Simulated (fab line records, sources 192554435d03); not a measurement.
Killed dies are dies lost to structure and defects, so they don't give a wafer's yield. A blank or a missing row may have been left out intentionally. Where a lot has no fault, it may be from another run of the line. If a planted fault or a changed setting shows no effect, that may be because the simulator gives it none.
fab line records	flow n5-finfet	part 1 of 2: steps 1 to 22 of 30
[record] lots = 5	wafers = 15	last-day = 16
route steps=1938 shown BEOL_M13@1674
lots with no fault: from the same line, run without faults
start-h: hours from the record's opening day to when the first of the lot's shown wafers began	wait-h: how many hours have passed since the lot's step before this one	" repeats the value in the row above	L1.1+2: a single row standing in for several wafers	- no value, or no start was given	* or withheld: withheld	< > ~ a bound
route shown NAME@n: names a module that has steps shown in the file, with the first one's number in the route	usual: mean and standard deviation over wafers with no fault	same: alike in all rows	chamber/n: place in a boat	sites: readings site by site	_std_site: how widely they spread, as a standard deviation	_edge_site: the outer-site mean with the inner-site mean subtracted	radius-mm: how far each site lies from the wafer's centre	mask NAME#n: copy n	behind: the last tool/chamber to shape the wafer	hold: why the lot went on hold/how many hours it stayed there/how the hold came to an end	device: the transistor (n, p or np) that didn't switch	end of line: the route-end tests of the same wafers	step lacking rows: just its recipe	killed: dies that structure and defects cost at the first sort, which is not the same as the wafer's yield	map: per-die view of a wafer (x killed, . not killed, _ where there is no die)
set.NAME: the run value of the setting; set.NAME@STEP: its run value at that earlier step	model.NAME: the simulator's own value behind a step, which no gauge read
certain route steps with their lots: each step a table, each wafer a row
services: a tool's chamber out of use, with start hour (start-h, from the record's first day; less than 0 if before it), hours out, and reason
[[steps]]
[step N5_BEOL_M13_VIA_ETCH_16]
[recipe] chemistry = C4F8/O2/Ar	target = SiOC	pressure-mtorr = 30	source-w = 3000	bias-w = 700	Ar_flow_sccm = 400	C4F8_flow_sccm = 15	O2_flow_sccm = 8	he-inner-torr = 15	he-outer-torr = 30	target-depth-a = 9217	time-s = withheld	ion-energy-ev = 250	ends = cleared
[usual] C4F8_flow_sccm = 14.99/0.046	bias-w = 699.8/2	drypump-motor-current-A = 5.6/0.44	oes-product-au = 0.72/0.062	rf-vpp-V = 665/3.4	showerhead-plenum-p-Torr = 3.40/0.12	throttle-valve-pct = 24.13/0.25
lot.wafer	tool	chamber	start-h	wait-h	C4F8_flow_sccm	bias-w	drypump-motor-current-A	oes-product-au	rf-vpp-V	showerhead-plenum-p-Torr	throttle-valve-pct
L076.1	rie-diel-03	3	260.31	0.0	15.04	702.4	5.9	0.79	667	3.49	24.22
L076.2	"	2	"	"	14.95	700.5	6.0	0.63	660	3.25	24.22
L076.5	"	3	"	"	14.99	705.0	5.9	0.78	666	3.49	24.23
L080.1	rie-diel-05	2	284.98	0.0	14.95	698.9	5.8	0.65	665	3.41	24.38
L080.2	"	3	"	"	15.01	700.8	5.4	0.73	668	3.43	24.35
L080.3	"	1	"	"	14.95	702.0	5.5	0.66	661	3.23	23.76
L081.1	rie-diel-04	1	285.91	0.0	15.03	699.0	5.0	0.83	664	3.35	23.95
L081.5	"	3	"	"	15.07	701.3	5.4	0.74	669	3.62	23.79
L081.6	"	2	"	"	15.03	698.7	5.0	0.65	660	3.26	24.20
L086.1	rie-diel-05	0	332.04	0.0	14.99	699.4	6.1	0.77	664	3.34	23.87
L086.4	"	3	"	"	15.01	697.0	5.4	0.70	666	3.43	24.37
L086.5	"	0	"	"	14.96	700.2	6.0	0.77	662	3.34	23.84
L091.2	rie-diel-05	1	349.89	0.0	15.01	697.8	5.5	0.64	661	3.22	23.79
L091.3	"	0	"	"	14.96	697.6	6.1	0.77	662	3.34	23.88
L091.6	"	2	"	"	14.95	695.7	5.8	0.64	665	3.40	24.42
[step N5_BEOL_M13_STRIP_63]
[recipe] chemistry = N2/H2	power-w = 1000	temp-c = 250	h2-frac = 0.65	overash-fraction = 0.3	pressure-mtorr = 1000	n2-flow-sccm = 1750	h2-flow-sccm = 3250
[usual] drypump-motor-current-A = 5.6/0.45	heater-power-w = 358/40	n2-flow-sccm = 1750/5.6	oes-product-au = 0.674/0.0046	strip-time-to-endpoint-s = 27.7/1.1
lot.wafer	tool	chamber	start-h	wait-h	drypump-motor-current-A	heater-power-w	n2-flow-sccm	oes-product-au	rf-hours-counter-h	strip-time-to-endpoint-s
L076.1	plasma-asher-01	1	260.55	-	4.9	353	1748	0.679	72	29.1
L076.2	"	0	"	"	6.0	317	1759	0.680	72	30.2
L076.5	"	1	"	"	4.9	351	1746	0.674	-	28.0
L080.1	plasma-asher-02	1	285.21	-	5.4	417	1760	0.670	135	28.5
L080.2	"	0	"	"	6.0	330	1750	0.670	135	26.9
L080.3	"	0	"	"	6.0	330	1752	0.673	-	29.0
L081.1	plasma-asher-01	1	286.16	-	4.9	347	1752	0.668	77	29.0
L081.5	"	1	"	"	4.9	351	1749	0.671	-	27.1
L081.6	"	0	"	"	6.0	321	1744	0.671	-	28.0
L086.1	plasma-asher-01	1	332.28	-	4.9	347	1748	0.675	86	28.9
L086.4	"	1	"	"	4.9	343	1755	0.669	-	26.2
L086.5	"	1	"	"	4.9	344	1748	0.674	-	27.7
L091.2	plasma-asher-02	1	350.12	-	5.4	415	1746	0.667	149	29.6
L091.3	"	1	"	"	5.4	421	1746	0.681	-	28.6
L091.6	"	0	"	"	6.0	326	1750	0.673	-	27.4
[step N5_BEOL_M13_STRIP_64]
[recipe] chemistry = N2/H2	power-w = 1000	temp-c = 250	h2-frac = 0.65	overash-fraction = 0.3	pressure-mtorr = withheld	n2-flow-sccm = 1750	h2-flow-sccm = 3250
[usual] drypump-motor-current-A = 5.6/0.45	heater-power-w = 357/39	n2-flow-sccm = 1750/5.3	oes-product-au = 0.715/0.0045	strip-time-to-endpoint-s = 31.30/0.077
lot.wafer	tool	chamber	start-h	wait-h	drypump-motor-current-A	heater-power-w	n2-flow-sccm	oes-product-au	rf-hours-counter-h	strip-time-to-endpoint-s
L076.1	plasma-asher-01	1	260.61	0.0	4.9	342	1736	0.715	72	31.33
L076.2	"	0	"	"	6.1	319	1757	0.712	72	31.28
L076.5	"	1	"	"	4.9	343	1748	0.712	-	31.29
L080.1	plasma-asher-02	1	285.27	0.0	5.4	416	1751	0.719	135	31.23
L080.2	"	0	"	"	6.0	328	1752	0.710	135	31.21
L080.3	"	0	"	"	6.0	333	1747	0.714	-	31.13
L081.1	plasma-asher-01	1	286.22	0.0	4.9	357	1741	0.716	77	31.44
L081.5	"	1	"	"	4.9	356	1737	0.723	-	31.36
L081.6	"	0	"	"	6.0	321	1753	0.717	-	31.23
L086.1	plasma-asher-01	1	332.34	0.0	4.9	347	1753	0.710	86	31.30
L086.4	"	1	"	"	4.9	350	1745	0.710	-	31.26
L086.5	"	1	"	"	4.9	350	1747	0.711	-	31.28
L091.2	plasma-asher-02	1	350.18	0.0	5.4	424	1746	0.711	149	31.27
L091.3	"	1	"	"	5.4	422	1745	0.723	-	31.34
L091.6	"	0	"	"	6.0	335	1757	0.721	-	31.43
[step N5_BEOL_M13_STRIP_71]
[recipe] chemistry = post-etch-residue-remover	time-s = 60	temp-c = 25	remover-ph = withheld	remover-water-wt-pct = withheld	remover-fluoride-wt-pct = withheld
[same] time-s = 60
lot.wafer	tool	chamber	start-h	wait-h
L076.1+2+5	wet-bench-05	0,5,3	260.70	0.1
L080.1+2+3	wet-bench-05	3,2,5	285.36	0.1
L081.1+5+6	wet-bench-02	0,1,7	286.30	0.1
L086.1+4+5	wet-bench-05	4,2,3	332.43	0.1
L091.2+3+6	wet-bench-02	4,6,5	350.27	0.1
[step N5_BEOL_M13_SRD_72]
[recipe] time-s = 30	temp-c = 23	rinse-liquid = diw	dry = n2-spin	spin-rpm = 1500	dry-time-s = 30
[usual] do-supply-ppb = 10.00/0.1
[same] time-s = 30
lot.wafer	tool	chamber	start-h	wait-h	do-supply-ppb
L076.1	wet-bench-05	0	260.72	0.0	10.00
L076.2	"	5	"	"	9.96
L076.5	"	3	"	"	10.07
L080.1	wet-bench-05	3	285.38	0.0	10.15
L080.2	"	2	"	"	9.94
L080.3	"	5	"	"	9.94
L081.1	wet-bench-02	0	286.32	0.0	10.09
L081.5	"	1	"	"	9.99
L081.6	"	7	"	"	10.09
L086.1	wet-bench-05	4	332.45	0.0	9.83
L086.4	"	2	"	"	9.87
L086.5	"	3	"	"	10.01
L091.2	wet-bench-02	4	350.29	0.0	10.06
L091.3	"	6	"	"	10.20
L091.6	"	5	"	"	10.11
[step N5_BEOL_M13_CD_MEAS_17]
[recipe] target-cd-nm = 190	polarity = opening
[usual] cd-nm = 190.0/2
lot.wafer	tool	chamber	start-h	wait-h	cd-nm
L076.1	cd-sem-02	-	260.76	0.0	187.1
L076.2	"	-	"	"	186.2
L076.5	"	-	"	"	186.5
L080.1	cd-sem-03	-	285.42	0.0	192.6
L080.2	"	-	"	"	193.0
L080.3	"	-	"	"	192.8
L081.1	cd-sem-02	-	286.36	0.0	189.8
L081.5	"	-	"	"	191.6
L081.6	"	-	"	"	192.7
L086.1	cd-sem-02	-	332.49	0.0	188.7
L086.4	"	-	"	"	191.8
L086.5	"	-	"	"	189.1
L091.2	cd-sem-01	-	350.33	0.0	191.0
L091.3	"	-	"	"	189.9
L091.6	"	-	"	"	188.2
[step N5_BEOL_M13_COAT_65]
[recipe] resist = SOC	temp-c = 250	time-s = 60	spin-rpm = 1500	resist-thk-nm = 350
[same] time-s = 60
lot.wafer	tool	chamber	start-h	wait-h
L076.1+2+5	litho-track-03	0	260.79	0.0
L080.1+2+3	litho-track-02	0	285.45	0.0
L081.1+5+6	litho-track-03	0	286.40	0.0
L086.1+4+5	litho-track-04	0	332.52	0.0
L091.2+3+6	litho-track-04	0	350.37	0.0
[step N5_BEOL_M13_COAT_66]
[recipe] resist = SiARC	temp-c = 220	time-s = 60	spin-rpm = 1500	resist-thk-nm = 110
[same] time-s = 60
lot.wafer	tool	chamber	start-h	wait-h
L076.1+2+5	litho-track-03	0	-	-
L080.1+2+3	litho-track-02	0	-	-
L081.1+5+6	litho-track-03	0	-	-
L086.1+4+5	litho-track-04	0	-	-
L091.2+3+6	litho-track-04	0	-	-
[step N5_BEOL_M13_COAT_22]
[recipe] spin-rpm = 2888	resist-thk-nm = 300
lot.wafer	tool	chamber	start-h	wait-h
L076.1+2+5	litho-track-03	0	-	-
L080.1+2+3	litho-track-02	0	-	-
L081.1+5+6	litho-track-03	0	-	-
L086.1+4+5	litho-track-04	0	-	-
L091.2+3+6	litho-track-04	0	-	-
[step N5_BEOL_M13_EBR_24]
[recipe] solvent = PGMEA	ebr-width-mm = 1.5
lot.wafer	tool	chamber	start-h	wait-h
L076.1+2+5	litho-track-03	0	-	-
L080.1+2+3	litho-track-02	0	-	-
L081.1+5+6	litho-track-03	0	-	-
L086.1+4+5	litho-track-04	0	-	-
L091.2+3+6	litho-track-04	0	-	-
[step N5_BEOL_M13_SOFTBAKE_23]
[recipe] temp-c = 130	time-s = 60
[same] time-s = 60
lot.wafer	tool	chamber	start-h	wait-h
L076.1+2+5	litho-track-03	0	-	-
L080.1+2+3	litho-track-02	0	-	-
L081.1+5+6	litho-track-03	0	-	-
L086.1+4+5	litho-track-04	0	-	-
L091.2+3+6	litho-track-04	0	-	-
[step N5_BEOL_M13_EXPOSE_25]
[recipe] mask-id = M13	na = 0.93	source-shape = conventional	sigma-outer = 0.4	polarization = unpolarized	target-cd-nm = 210	dose-mj = 22
[usual] exposure-dose-mJ-cm2 = 22.000/0.024
lot.wafer	tool	chamber	start-h	wait-h	mask	exposure-dose-mJ-cm2
L076.1	krf-scanner-02	0	260.91	-	M13#0	21.989
L076.2	"	0	"	"	M13#0	21.996
L076.5	"	0	"	"	M13#0	21.982
L080.1	krf-scanner-02	0	285.57	-	M13#0	21.974
L080.2	"	0	"	"	M13#0	21.968
L080.3	"	0	"	"	M13#0	21.985
L081.1	krf-scanner-02	0	286.72	-	M13#0	21.988
L081.5	"	0	"	"	M13#0	22.020
L081.6	"	0	"	"	M13#0	22.030
L086.1	krf-scanner-02	0	332.64	-	M13#0	22.026
L086.4	"	0	"	"	M13#0	22.032
L086.5	"	0	"	"	M13#0	22.044
L091.2	krf-scanner-01	0	350.49	-	M13#0	21.997
L091.3	"	0	"	"	M13#0	22.006
L091.6	"	0	"	"	M13#0	22.002
[step N5_BEOL_M13_PEB_26]
[recipe] peb-temp-c = 130	peb-time-s = 90
lot.wafer	tool	chamber	start-h	wait-h
L076.1+2+5	litho-track-02	0	260.97	0.1
L080.1+2+3	litho-track-02	0	285.63	0.1
L081.1+5+6	litho-track-03	0	286.78	0.1
L086.1+4+5	litho-track-03	0	332.70	0.1
L091.2+3+6	litho-track-02	0	350.54	0.0
[step N5_BEOL_M13_DEVELOP_27]
[recipe] develop-time-s = 45	rinse-liquid = diw	dry = air-spin	dev-temp-c = 21
lot.wafer	tool	chamber	start-h	wait-h
L076.1+2+5	litho-track-02	0	-	-
L080.1+2+3	litho-track-02	0	-	-
L081.1+5+6	litho-track-03	0	-	-
L086.1+4+5	litho-track-03	0	-	-
L091.2+3+6	litho-track-02	0	-	-
[step N5_BEOL_M13_HARDBAKE_32]
[recipe] temp-c = 130	time-s = 120
[same] time-s = 120
lot.wafer	tool	chamber	start-h	wait-h
L076.1+2+5	litho-track-02	0	-	-
L080.1+2+3	litho-track-02	0	-	-
L081.1+5+6	litho-track-03	0	-	-
L086.1+4+5	litho-track-03	0	-	-
L091.2+3+6	litho-track-02	0	-	-
[step N5_BEOL_M13_CD_MEAS_28]
[recipe] target-cd-nm = 209.5	landing-energy-ev = 500	detector = se-inlens
[usual] cd-nm = 209.9/1.3
lot.wafer	tool	chamber	start-h	wait-h	cd-nm
L076.1	cd-sem-02	0	261.08	-	210.5
L076.2	"	0	"	"	210.2
L076.5	"	0	"	"	211.4
L080.1	cd-sem-01	0	285.74	-	210.3
L080.2	"	0	"	"	210.9
L080.3	"	0	"	"	211.8
L081.1	cd-sem-03	0	286.89	-	211.2
L081.5	"	0	"	"	211.5
L081.6	"	0	"	"	209.7
L086.1	cd-sem-01	0	332.81	-	207.7
L086.4	"	0	"	"	207.1
L086.5	"	0	"	"	207.1
L091.2	cd-sem-02	0	350.66	-	210.4
L091.3	"	0	"	"	211.3
L091.6	"	0	"	"	211.2
[step N5_BEOL_M13_OVL_MEAS_29]
[recipe] points-per-wafer = 44
[usual] M13_OVL = -3/5.3
[same] points-per-wafer = 44
lot.wafer	tool	chamber	start-h	wait-h	M13_OVL[nm]
L076.1	overlay-01	0	261.11	0.0	7
L076.2	"	0	"	"	10
L076.5	"	0	"	"	3
L080.1	overlay-01	0	285.78	0.0	-7
L080.2	"	0	"	"	-3
L080.3	"	0	"	"	-7
L081.1	overlay-01	0	286.92	0.0	-14
L081.5	"	0	"	"	-4
L081.6	"	0	"	"	-7
L086.1	overlay-01	0	332.84	0.0	-1
L086.4	"	0	"	"	3
L086.5	"	0	"	"	2
L091.2	overlay-01	0	350.69	0.0	-6
L091.3	"	0	"	"	-1
L091.6	"	0	"	"	-10
[step N5_BEOL_M13_INSPECT_30]
[recipe] mode = adi	inspect-instrument = macro
[usual] raw-defect-count = 2.0/1.4
lot.wafer	tool	chamber	start-h	wait-h	raw-defect-count
L076.1	defect-inspect-01	-	261.14	0.0	3
L076.2	"	-	"	"	3
L076.5	"	-	"	"	1
L080.1	defect-inspect-01	-	285.80	0.0	2
L080.2	"	-	"	"	4
L080.3	"	-	"	"	3
L081.1	defect-inspect-01	-	286.95	0.0	1
L081.5	"	-	"	"	3
L081.6	"	-	"	"	3
L086.1	defect-inspect-02	-	332.87	0.0	3
L086.4	"	-	"	"	2
L086.5	"	-	"	"	1
L091.2	defect-inspect-02	-	350.71	0.0	4
L091.3	"	-	"	"	2
L091.6	"	-	"	"	2
[step N5_BEOL_M13_DESCUM_33]
[recipe] chemistry = O2	time-s = 7.9	source-power-w = 50	bias-power-w = 20	pressure-mtorr = 20	rf-frequency-hz = 2.712e+07	temp-c = 40	o2-flow-sccm = 225
[usual] drypump-motor-current-A = 5.6/0.46	oes-product-au = 0.81/0.082	rf-vpp-V = 243.3/1.4	showerhead-plenum-p-Torr = 2.10/0.085	throttle-valve-pct = 20.4/0.32
[same] time-s = 7.9
lot.wafer	tool	chamber	start-h	wait-h	drypump-motor-current-A	oes-product-au	rf-hours-counter-h	rf-vpp-V	showerhead-plenum-p-Torr	throttle-valve-pct
L076.1	rie-diel-03	1	261.19	0.0	4.9	0.90	30	243.2	2.14	20.4
L076.2	"	2	"	"	5.9	0.69	243	240.9	1.98	20.4
L076.5	"	2	"	"	6.0	0.69	-	242.0	1.98	20.5
L080.1	rie-diel-05	2	286.05	0.3	5.8	0.72	167	242.5	2.11	20.8
L080.2	"	0	"	"	6.1	0.88	57	242.8	2.04	20.1
L080.3	"	1	"	"	5.5	0.72	192	241.5	2.00	20.3
L081.1	rie-diel-05	2	287.45	0.5	5.8	0.71	168	243.7	2.11	20.8
L081.5	"	1	"	"	5.5	0.72	-	240.4	2.00	20.3
L081.6	"	2	"	"	5.8	0.71	-	243.0	2.11	20.8
L086.1	rie-diel-04	3	332.90	0.0	5.4	0.81	81	246.0	2.22	20.0
L086.4	"	1	"	"	5.1	0.88	26	242.1	2.03	20.1
L086.5	"	1	"	"	5.0	0.88	-	242.1	2.03	20.1
L091.2	rie-diel-04	0	350.75	0.0	6.3	0.78	99	242.2	2.01	20.6
L091.3	"	1	"	"	5.1	0.88	33	242.4	2.02	20.1
L091.6	"	1	"	"	5.0	0.87	-	242.0	2.02	20.1
[step N5_BEOL_M13_ETCH_67]
[recipe] chemistry = CF4	target = SiARC	target-depth-a = 1430	time-s = 238.3	ion-energy-ev = 80	pressure-mtorr = 40	source-w = 545	bias-w = 36	Ar_flow_sccm = 100	cf4-flow-sccm = 100	ends = cleared
[usual] bias-w = 36.00/0.1	drypump-motor-current-A = 5.6/0.46	etch-rf-on-time-s = 238/5.6	oes-product-au = 0.69/0.068	rf-vpp-V = 184.1/1.3	showerhead-plenum-p-Torr = 2.15/0.081	throttle-valve-pct = 15.54/0.27
lot.wafer	tool	chamber	start-h	wait-h	bias-w	drypump-motor-current-A	etch-rf-on-time-s	oes-product-au	rf-hours-counter-h	rf-vpp-V	showerhead-plenum-p-Torr	throttle-valve-pct
L076.1	rie-diel-03	1	261.22	0.0	35.90	4.9	228	0.78	30	185.5	2.18	15.46
L076.2	"	2	"	"	36.02	5.9	246	0.58	243	182.7	2.03	15.71
L076.5	"	2	"	"	35.88	5.9	246	0.58	-	182.8	2.03	15.69
L080.1	rie-diel-05	2	286.09	0.0	36.03	5.8	243	0.61	167	182.9	2.13	15.79
L080.2	"	0	"	"	35.85	6.1	239	0.74	57	183.6	2.09	15.18
L080.3	"	1	"	"	36.01	5.5	242	0.61	192	182.0	2.03	15.44
L081.1	rie-diel-05	2	287.48	0.0	35.94	5.8	244	0.61	168	184.4	2.13	15.79
L081.5	"	1	"	"	36.11	5.5	239	0.62	-	182.0	2.03	15.44
L081.6	"	2	"	"	35.86	5.7	242	0.62	-	184.3	2.13	15.78
L086.1	rie-diel-04	3	332.94	0.0	35.85	5.4	242	0.68	81	183.8	2.26	15.23
L086.4	"	1	"	"	36.09	5.0	235	0.75	26	183.9	2.09	15.32
L086.5	"	1	"	"	35.97	5.0	235	0.75	-	182.2	2.09	15.32
L091.2	rie-diel-04	2	350.78	0.0	35.91	5.0	233	0.61	222	181.8	2.03	15.68
L091.3	"	3	"	"	36.06	5.4	238	0.68	88	185.9	2.26	15.24
L091.6	"	2	"	"	36.16	5.0	235	0.61	-	182.4	2.03	15.68
[step N5_BEOL_M13_ETCH_68]
[recipe] chemistry = N2/H2	target = SOC	mask-material = SiARC	source-w = 3000	bias-w = 350	temp-c = 40	time-s = 355	ion-energy-ev = 200	pressure-mtorr = 30	n2-flow-sccm = 200	h2-flow-sccm = 200
[usual] bias-w = 350.0/1.1	drypump-motor-current-A = 5.6/0.46	n2-flow-sccm = 199.9/0.63	oes-product-au = 0.81/0.08	rf-vpp-V = 524.0/2.7	showerhead-plenum-p-Torr = 2.55/0.098	throttle-valve-pct = 17.7/0.32
[same] time-s = 355
lot.wafer	tool	chamber	start-h	wait-h	bias-w	drypump-motor-current-A	n2-flow-sccm	oes-product-au	rf-hours-counter-h	rf-vpp-V	showerhead-plenum-p-Torr	throttle-valve-pct
L076.1	rie-diel-03	1	261.37	0.1	349.7	4.9	200.0	0.90	30	524.7	2.62	17.9
L076.2	"	2	"	"	350.2	6.0	200.7	0.69	243	520.6	2.40	17.8
L076.5	"	2	"	"	348.9	6.0	200.5	0.69	-	519.1	2.40	17.8
L080.1	rie-diel-05	3	286.23	0.1	350.0	5.4	200.4	0.79	109	522.4	2.54	17.8
L080.2	"	0	"	"	349.2	6.1	200.4	0.86	57	522.7	2.49	17.4
L080.3	"	1	"	"	351.1	5.5	200.9	0.72	192	522.8	2.41	17.5
L081.1	rie-diel-05	2	287.63	0.1	349.0	5.8	199.7	0.72	168	524.0	2.53	18.1
L081.5	"	1	"	"	350.3	5.5	199.3	0.73	-	520.0	2.41	17.5
L081.6	"	2	"	"	349.9	5.8	200.7	0.72	-	523.0	2.53	18.0
L086.1	rie-diel-04	3	333.08	0.1	350.3	5.4	199.7	0.81	82	527.5	2.69	17.4
L086.4	"	1	"	"	349.7	5.1	200.6	0.89	26	521.9	2.47	17.4
L086.5	"	1	"	"	348.1	5.0	200.2	0.88	-	523.0	2.47	17.4
L091.2	rie-diel-04	1	350.93	0.1	349.4	5.0	200.1	0.87	33	521.7	2.47	17.4
L091.3	"	3	"	"	350.3	5.4	199.8	0.80	88	528.3	2.69	17.4
L091.6	"	1	"	"	349.9	5.1	199.7	0.86	-	522.5	2.47	17.4
[step N5_BEOL_M13_STRIP_69]
[recipe] chemistry = N2/H2	temp-c = 40	n2-flow-sccm = 200	h2-flow-sccm = 200	rf-frequency-hz = 6e+07
lot.wafer	tool	chamber	start-h	wait-h
L076.1+2+5	rie-diel-03	1,2,2	261.58	0.1
L080.1+2+3	rie-diel-05	2,0,1	286.44	0.1
L081.1+5+6	rie-diel-05	2,1,2	287.84	0.1
L086.1+4+5	rie-diel-04	3,1,1	333.29	0.1
L091.2+3+6	rie-diel-04	1,3,1	351.14	0.1
